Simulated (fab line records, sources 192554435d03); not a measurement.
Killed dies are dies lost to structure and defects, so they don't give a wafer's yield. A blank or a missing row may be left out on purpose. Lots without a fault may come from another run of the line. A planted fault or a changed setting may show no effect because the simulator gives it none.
A struck lot beside a sound one | flow n5_finfet | 16 steps out of a route of 1938
Sound: wafers L273.1, L273.2, L273.3. Struck: wafers L269.2, L269.3. The cause comes at the end.
At each step with rows: each side's tool, then ch and its chambers, then its first start. Under that, the readings that differ: sound wafers | struck wafers | difference of the means | sigmas: that difference in standard deviations of wafers without a fault.
alike: readings whose means differ by less than 2 such deviations, and words and numbers that are the same on both sides. not compared: withheld readings, readings that some wafer has no value for, bounds like >300 that may hide the same value, and numbers for which the record gives no deviation and whose values overlap.
The two part at a step that has a row with sigmas, a row that says differs or no value, or rows on one side only. Numbers that don't overlap but have no deviation are shown without sigmas and don't part them. A reading that every wafer of one side lacks parts them only if that side has two wafers or more.

first, 7 steps without rows for these wafers: N5_BEOL_M4_COAT_76 (time 60 s, resist thk 5 nm); N5_BEOL_M4_COAT_22 (resist thk 30 nm); N5_BEOL_M4_EBR_24; N5_BEOL_M4_SOFTBAKE_23 (time 60 s); N5_BEOL_M4_EXPOSE_25 (exposes mask V3, defocus 5 nm); N5_BEOL_M4_PEB_26 (peb time 60 s); N5_BEOL_M4_DEVELOP_27 (develop time 30 s).
N5_BEOL_M4_CD_MEAS_28: target cd 26.2 nm, target cd y 24.1 nm.
  sound on cd_sem-03 ch 0, day 11 04:56; struck on cd_sem-03 ch 0, day 10 16:12
  alike: cd_nm
N5_BEOL_M4_OVL_MEAS_29:
  sound on overlay-01 ch 0, day 11 04:58; struck on overlay-01 ch 0, day 10 16:14
  alike: V3_OVL
N5_BEOL_M4_INSPECT_30: inspects for defects (brightfield).
  sound on defect_inspect-02, day 11 05:02; struck on defect_inspect-01, day 10 16:17
  alike: raw_defect_count
N5_BEOL_M4_DESCUM_33: chemistry O2, time 7 s.
  sound on rie_diel-05 ch 0,2,3, day 11 05:04; struck on rie_diel-01 ch 0,3, day 10 16:19
  reading                | sound             | struck      | difference | sigmas
  rf_hours_counter_h (h) | 245 218 213       | 82 13       | -178       |
  throttle_valve_pct (%) | 20.58 20.60 20.58 | 20.09 19.80 | -0.64      | -3
  alike: drypump_motor_current_A, oes_product_au, rf_vpp_V, showerhead_plenum_p_Torr, temp_c
N5_BEOL_M4_ETCH_77: etches underlayer in N2/H2, target depth 6.5 nm, time 5.2 s.
  sound on rie_diel-05 ch 0,2,3, day 11 05:06; struck on rie_diel-01 ch 0,3, day 10 16:22
  reading                | sound             | struck      | difference | sigmas
  rf_hours_counter_h (h) | 245 218 213       | 82 13       | -178       |
  throttle_valve_pct (%) | 18.01 18.06 18.09 | 17.68 17.22 | -0.60      | -2
  alike: drypump_motor_current_A, etch_rf_on_time_s, oes_product_au, rf_vpp_V, showerhead_plenum_p_Torr
N5_BEOL_M4_ETCH_69: etches SiARC in CF4, target depth 15.6 nm, time 26 s.
  sound on rie_diel-05 ch 0,2,3, day 11 05:07; struck on rie_diel-01 ch 0,3, day 10 16:23
  reading                | sound             | struck      | difference | sigmas
  etch_rf_on_time_s (s)  | 26.5 26.5 26.4    | 31.1 30.6   | +4.4       | +11
  rf_hours_counter_h (h) | 245 218 213       | 82 13       | -178       |
  throttle_valve_pct (%) | 15.78 15.86 15.83 | 15.33 15.04 | -0.64      | -2
  alike: drypump_motor_current_A, oes_product_au, rf_vpp_V, showerhead_plenum_p_Torr
N5_BEOL_M4_ALD_98: deposits SiO2, target thk 2.5 nm, pulse time 1 s, co reactant pulse time 1 s.
  sound on ald_sin-03 ch 0,1,2, day 11 05:15; struck on ald_sin-03 ch 0,3, day 10 16:28
  alike: heater_power_outer_w, heater_power_w, precursor_pulse_height_rel
N5_BEOL_M4_RC_MEAS_101:
  sound on prober-01 ch 0, day 11 13:05; struck on prober-01 ch 0, day 10 22:15
  alike: DIBL_N, DIBL_P, IOFF_N, IOFF_P, ION_N, ION_P, SS_N, SS_P, VT_N, VT_P
-- the record jumps here: 4 days lie between the struck wafers' starts before and after (it left off in module BEOL_M4 and takes up again in module PASSIVATION, whose first step shown is number 1936 of the route) --
N5_PASSIVATION_PROBE_49:
  sound on prober-01, day 15 12:35; struck on prober-01, day 15 03:52
  alike: defect_limited_yield, killed_at_M0_to_M3, killed_at_M4_up, killed_at_contacts, killed_at_front_end, killed_at_other, killed_dies, killed_open, killed_short, sort_bin_5_function, sort_bin_6_memory, sort_n_pass, sort_yield_pct

WHERE THEY PART
First at N5_BEOL_M4_DESCUM_33; last, within this record, at N5_BEOL_M4_ETCH_69. Later steps at which nothing parts them and some readings are alike: N5_BEOL_M4_ALD_98, N5_BEOL_M4_RC_MEAS_101, N5_PASSIVATION_PROBE_49.

WHY: what the simulator had put in
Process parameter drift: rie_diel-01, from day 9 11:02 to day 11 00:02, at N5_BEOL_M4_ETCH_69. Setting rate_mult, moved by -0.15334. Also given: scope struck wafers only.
